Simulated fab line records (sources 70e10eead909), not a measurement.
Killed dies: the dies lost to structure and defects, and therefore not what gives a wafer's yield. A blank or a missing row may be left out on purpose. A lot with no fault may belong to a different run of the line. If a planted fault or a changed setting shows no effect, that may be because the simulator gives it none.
fab line records + flow nandHarc
[record]
- lots = 7
- wafers = 21
- lastDay = 34
route steps=1302 shown A_ONON_D2@569 A_CHANNEL_HOLE_D2@570
lots untouched by any fault: they come from a run of this same line in which no faults occurred
startH: the number of hours between the record's first day and the start of the first shown wafer of the lot + waitH: hours from the lot's prior step to this one + " unchanged from the row above + L1.1+2: a single row standing in for several wafers + - no value, or no start given + * or withheld: withheld + < > ~ a bound
route shown NAME@n: NAME is a module with steps in the file, n the number in the route of the first one + usual: mean and standard deviation over wafers with no fault + same: alike in all rows + chamber/n: place in a boat + sites: readings site by site + _std_site: how widely they spread, as a standard deviation + _edge_site: mean of outer sites minus mean of inner sites + radiusMm: how far each site lies from the wafer's centre + mask NAME#n: copy n + behind: tool/chamber where the wafer was last shaped + hold: the reason the lot was held/the length of the hold in hours/how it ended + device: whichever transistor did not switch (one of n, p or np) + end of line: tests of these same wafers at the route's end + a step without rows: its recipe alone + killed: count of dies lost to structure and defects at first sort (not the wafer's yield) + map: shows each die of a wafer: x if killed, . if not, _ if none is there
set.NAME: setting as actually run; set.NAME@STEP: the setting as run at that earlier step + model.NAME: the simulator's own value behind a step, which no gauge read
certain route steps with their lots: each step a table, each wafer a row
services: when a tool's chamber went out of use (startH, in hours from the record's first day, below 0 if earlier), for how many hours, and the reason
[[steps]]
[step NHARC_A_ONON_D2_INSPECT_32]
[usual]
- rawDefectCount = 423/170
| lot.wafer | tool             | chamber | startH | waitH | rawDefectCount |
|-----------|------------------|---------|--------|-------|----------------|
| L144.2    | defectInspect-02 | -       | 304.10 | 0.0   | 478            |
| L144.4    | "                | -       | "      | "     | 858            |
| L144.6    | "                | -       | "      | "     | 465            |
| L149.3    | defectInspect-01 | -       | 356.91 | 0.0   | 546            |
| L149.4    | "                | -       | "      | "     | 577            |
| L149.6    | "                | -       | "      | "     | 386            |
| L158.1    | defectInspect-02 | -       | 445.82 | 0.0   | 296            |
| L158.2    | "                | -       | "      | "     | 327            |
| L158.4    | "                | -       | "      | "     | 359            |
| L157.1    | defectInspect-01 | -       | 445.99 | 0.0   | 254            |
| L157.3    | "                | -       | "      | "     | 414            |
| L157.6    | "                | -       | "      | "     | 402            |
| L159.3    | defectInspect-02 | -       | 458.21 | 0.0   | 440            |
| L159.4    | "                | -       | "      | "     | 299            |
| L159.6    | "                | -       | "      | "     | 472            |
| L162.1    | defectInspect-02 | -       | 488.23 | 0.0   | 226            |
| L162.5    | "                | -       | "      | "     | 250            |
| L162.6    | "                | -       | "      | "     | 278            |
| L165.2    | defectInspect-02 | -       | 515.35 | 0.0   | 210            |
| L165.4    | "                | -       | "      | "     | 212            |
| L165.6    | "                | -       | "      | "     | 238            |
[step NHARC_A_CHANNEL_HOLE_D2_DEP_00]
[recipe]
- targetThkA = 31000
- tempC = 400
- material = aC
[usual]
- throttleValvePct = 35.000/0.0085
| lot.wafer | tool      | chamber | startH | waitH | throttleValvePct |
|-----------|-----------|---------|--------|-------|------------------|
| L144.2    | aclDep-02 | 0       | 304.48 | 0.4   | 35.002           |
| L144.4    | "         | 0       | "      | "     | 34.995           |
| L144.6    | "         | 0       | "      | "     | 34.995           |
| L149.3    | aclDep-03 | 0       | 357.60 | 0.7   | 35.017           |
| L149.4    | "         | 0       | "      | "     | 35.009           |
| L149.6    | "         | 0       | "      | "     | 34.995           |
| L158.1    | aclDep-02 | 0       | 446.60 | 0.8   | 35.007           |
| L158.2    | "         | 0       | "      | "     | 35.002           |
| L158.4    | "         | 0       | "      | "     | 34.985           |
| L157.1    | aclDep-03 | 0       | 447.04 | 1.1   | 35.007           |
| L157.3    | "         | 0       | "      | "     | 35.000           |
| L157.6    | "         | 0       | "      | "     | 34.998           |
| L159.3    | aclDep-02 | 0       | 458.92 | 0.7   | 34.999           |
| L159.4    | "         | 0       | "      | "     | 34.998           |
| L159.6    | "         | 0       | "      | "     | 35.002           |
| L162.1    | aclDep-02 | 0       | 489.64 | 1.4   | 35.010           |
| L162.5    | "         | 0       | 490.92 | 2.7   | 35.006           |
| L162.6    | "         | 0       | "      | "     | 34.983           |
| L165.2    | aclDep-03 | 0       | 519.38 | 4.0   | 35.003           |
| L165.4    | "         | 0       | "      | "     | 35.007           |
| L165.6    | "         | 0       | "      | "     | 35.004           |
[step NHARC_A_CHANNEL_HOLE_D2_DEP_01]
[recipe]
- targetThkA = 1400
- targetThkNm = 140
- tempC = 400
- pressureTorr = 3.5
- flowSccm = 200
- rfW = 350
- material = SiON
[usual]
- chamberPressureTorr = 3.499/0.0072
- heaterPowerW = 769/99
| lot.wafer | tool     | chamber | startH | waitH | chamberPressureTorr | heaterPowerW |
|-----------|----------|---------|--------|-------|---------------------|--------------|
| L144.2    | pecvd-01 | 0       | 306.16 | 1.4   | 3.490               | 728          |
| L144.4    | "        | 1       | "      | "     | 3.495               | 818          |
| L144.6    | "        | 2       | "      | "     | 3.508               | 690          |
| L149.3    | pecvd-01 | 1       | 358.89 | 1.0   | 3.491               | 918          |
| L149.6    | "        | 2       | "      | "     | 3.500               | 746          |
| L149.4    | "        | 0       | "      | "     | 3.497               | 695          |
| L158.2    | pecvd-04 | 1       | 448.56 | 1.3   | 3.502               | 763          |
| L158.1    | "        | 2       | "      | "     | 3.503               | 555          |
| L158.4    | "        | 1       | "      | "     | 3.499               | 809          |
| L157.3    | pecvd-04 | 2       | 448.99 | 1.0   | 3.492               | 575          |
| L157.1    | "        | 1       | "      | "     | 3.493               | 730          |
| L157.6    | "        | 1       | "      | "     | 3.507               | 780          |
| L159.3    | pecvd-01 | 1       | 460.25 | 1.0   | 3.504               | 928          |
| L159.4    | "        | 1       | "      | "     | 3.498               | 908          |
| L159.6    | "        | 2       | "      | "     | 3.496               | 637          |
| L162.1    | pecvd-01 | 0       | 491.60 | 1.6   | 3.496               | 795          |
| L162.6    | "        | 0       | "      | "     | 3.494               | 806          |
| L162.5    | "        | 1       | "      | "     | 3.499               | 945          |
| L165.2    | pecvd-01 | 0       | 521.00 | 1.3   | 3.494               | 775          |
| L165.4    | "        | 1       | "      | "     | 3.480               | 840          |
| L165.6    | "        | 2       | "      | "     | 3.494               | 772          |
[step NHARC_A_CHANNEL_HOLE_D2_DEHYDRATE_02]
[recipe]
- tempC = 150
- timeS = 120
[step NHARC_A_CHANNEL_HOLE_D2_HMDS_03]
[recipe]
- timeS = 30
[step NHARC_A_CHANNEL_HOLE_D2_COAT_36]
[recipe]
- tempC = 260
- timeS = 75
[step NHARC_A_CHANNEL_HOLE_D2_COAT_37]
[recipe]
- tempC = 225
- timeS = 65
[step NHARC_A_CHANNEL_HOLE_D2_COAT_04]
[recipe]
- spinRpm = 1500
- resistThkNm = 90
[step NHARC_A_CHANNEL_HOLE_D2_SOFTBAKE_05]
[recipe]
- tempC = 105
- timeS = 55
[step NHARC_A_CHANNEL_HOLE_D2_EBR_06]
[step NHARC_A_CHANNEL_HOLE_D2_EXPOSE_07]
[recipe]
- na = 1.35
- targetCdNm = 100
- sigmaOuter = 0.3
- doseMj = 59.65
- maskId = HOLE_D2
[step NHARC_A_CHANNEL_HOLE_D2_PEB_08]
[recipe]
- pebTempC = 100
- pebTimeS = 65
[step NHARC_A_CHANNEL_HOLE_D2_DEVELOP_09]
[recipe]
- developTimeS = 35
- devTempC = 23
[usual]
- chillPlateTempC = 22.99/0.11
- developTimeS = 35/0
- developerTempC = 23.03/0.11
- exhaustPa = 45.1/0.78
| lot.wafer | tool          | chamber | startH | waitH | chillPlateTempC | developTimeS | developerTempC | exhaustPa |
|-----------|---------------|---------|--------|-------|-----------------|--------------|----------------|-----------|
| L144.2    | lithoTrack-04 | 0       | 306    | -     | 22.90           | 35           | 23.07          | 45.0      |
| L144.4    | "             | 0       | "      | "     | 22.87           | 35           | 22.96          | 44.1      |
| L144.6    | "             | 0       | "      | "     | 23.03           | 35           | 23.10          | 44.7      |
| L149.3    | lithoTrack-01 | 0       | 359    | -     | 23.07           | 35           | 23.10          | 44.6      |
| L149.4    | "             | 0       | "      | "     | 23.04           | 35           | 23.14          | 46.2      |
| L149.6    | "             | 0       | "      | "     | 22.86           | 35           | 23.26          | 45.7      |
| L158.1    | lithoTrack-04 | -       | 449    | -     | -               | -            | -              | -         |
| L158.2    | "             | -       | "      | "     | -               | -            | -              | -         |
| L158.4    | "             | -       | "      | "     | -               | -            | -              | -         |
| L157.1    | lithoTrack-01 | -       | 449    | -     | -               | -            | -              | -         |
| L157.3    | "             | -       | "      | "     | -               | -            | -              | -         |
| L157.6    | "             | -       | "      | "     | -               | -            | -              | -         |
| L159.3    | lithoTrack-04 | -       | 460    | -     | -               | -            | -              | -         |
| L159.4    | "             | -       | "      | "     | -               | -            | -              | -         |
| L159.6    | "             | -       | "      | "     | -               | -            | -              | -         |
| L162.1    | lithoTrack-04 | 0       | 492    | -     | 22.96           | 35           | 23.01          | 45.9      |
| L162.5    | "             | 0       | "      | "     | 22.94           | 35           | 22.88          | 44.7      |
| L162.6    | "             | 0       | "      | "     | 22.96           | 35           | 23.00          | 45.1      |
| L165.2    | lithoTrack-06 | 0       | 521    | -     | 22.86           | 35           | 22.96          | 44.3      |
| L165.4    | "             | 0       | "      | "     | 23.04           | 35           | 22.92          | 46.1      |
| L165.6    | "             | 0       | "      | "     | 23.05           | 35           | 23.18          | 45.0      |
[step NHARC_A_CHANNEL_HOLE_D2_CD_MEAS_10]
[recipe]
- targetCdNm = 100
- landingEnergyEv = 500
[usual]
- cdNm = 100.1/0.66
| lot.wafer | tool     | chamber | startH | waitH | cdNm  |
|-----------|----------|---------|--------|-------|-------|
| L144.2    | cdSem-01 | 0       | 306.83 | -     | 99.0  |
| L144.4    | "        | 0       | "      | "     | 99.9  |
| L144.6    | "        | 0       | "      | "     | 100.5 |
| L149.3    | cdSem-01 | 0       | 359.61 | -     | 100.2 |
| L149.4    | "        | 0       | "      | "     | 101.3 |
| L149.6    | "        | 0       | "      | "     | 99.4  |
| L158.1    | cdSem-01 | 0       | 449.13 | -     | -     |
| L158.2    | "        | 0       | "      | "     | -     |
| L158.4    | "        | 0       | "      | "     | -     |
| L157.1    | cdSem-03 | 0       | 449.59 | -     | -     |
| L157.3    | "        | 0       | "      | "     | -     |
| L157.6    | "        | 0       | "      | "     | -     |
| L159.3    | cdSem-03 | 0       | 460.95 | -     | -     |
| L159.4    | "        | 0       | "      | "     | -     |
| L159.6    | "        | 0       | "      | "     | -     |
| L162.1    | cdSem-03 | 0       | 492.29 | -     | 100.6 |
| L162.5    | "        | 0       | "      | "     | 101.4 |
| L162.6    | "        | 0       | "      | "     | 100.7 |
| L165.2    | cdSem-01 | 0       | 521.60 | -     | 100.4 |
| L165.4    | "        | 0       | "      | "     | 99.5  |
| L165.6    | "        | 0       | "      | "     | 100.4 |
[[services]]
| tool          | chamber | startH | hours | kind      |
|---------------|---------|--------|-------|-----------|
| pecvd-04      | -       | 289.21 | 0.6   | repair    |
| aclDep-03     | -       | 302.17 | 13.0  | pm        |
| pecvd-01      | -       | 311.06 | 13.0  | pm        |
| pecvd-01      | 0       | 311.06 | 13.0  | ventCycle |
| pecvd-01      | 1       | 311.06 | 13.0  | ventCycle |
| pecvd-01      | 2       | 311.06 | 13.0  | ventCycle |
| pecvd-01      | 0       | 324.06 | -     | clean     |
| pecvd-01      | 1       | 324.06 | -     | clean     |
| pecvd-01      | 2       | 324.06 | -     | clean     |
| lithoTrack-01 | -       | 330.00 | 7.0   | pm        |
| lithoTrack-06 | -       | 354.00 | 7.0   | pm        |
| lithoTrack-04 | -       | 378.00 | 7.0   | pm        |
| pecvd-04      | 0       | 378.66 | 3.2   | repair    |
| aclDep-02     | -       | 429.40 | 13.0  | pm        |
| pecvd-04      | 1       | 435.10 | 6.7   | repair    |
| pecvd-04      | -       | 450.56 | 13.0  | pm        |
| aclDep-03     | -       | 483.17 | 13.0  | pm        |
| pecvd-04      | 0       | 488.03 | 3.7   | repair    |
| pecvd-01      | -       | 492.06 | 13.0  | pm        |
| pecvd-01      | 0       | 492.06 | 13.0  | ventCycle |
| pecvd-01      | 1       | 492.06 | 14.2  | ventCycle |
| pecvd-01      | 2       | 492.06 | 13.0  | ventCycle |
| lithoTrack-01 | -       | 505.00 | 7.0   | pm        |
| pecvd-01      | 0       | 505.06 | -     | clean     |
[[key]]
[firstSign]
- step = NHARC_A_CHANNEL_HOLE_D2_DEVELOP_09
- reading = toolRecord
- direction = missing
effect none on later readings
metAt NHARC_A_CHANNEL_HOLE_D2_DEVELOP_09
struckWafers L157.1,L157.3,L157.6,L158.1,L158.2,L158.4,L159.3,L159.4,L159.6
laterRowsLeftOut L157.1,L157.3,L157.6,L158.1,L158.2,L158.4,L159.3,L159.4,L159.6
sortLeftOut L157.1,L157.3,L157.6,L158.1,L158.2,L158.4,L159.3,L159.4,L159.6
testerLeftOut L157,L158,L159
onsetBetween 359 449
[fault]
- kind = skippedStepWhole
- tool = lithoTrack-01,lithoTrack-04
- chamber = -
- onsetH = 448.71
- steps = NHARC_A_CHANNEL_HOLE_D2_DEVELOP_09
- scope = struckLotsOnly
// testerLeftOut: of these lots the tester's yield and bins aren't shown, on N5 and GAA mostly nor the transistor test; their killed dies are dies lost to structure and defects alone, not to doping, threshold or leakage, so they don't give the yield
// sortLeftOut: the simulated sort isn't trusted on such a fault, so these wafers' sort isn't shown, and their yield isn't known
// laterRowsLeftOut: the simulator's readings of these wafers behind a module that went badly wrong aren't trusted and aren't shown, but for the sort
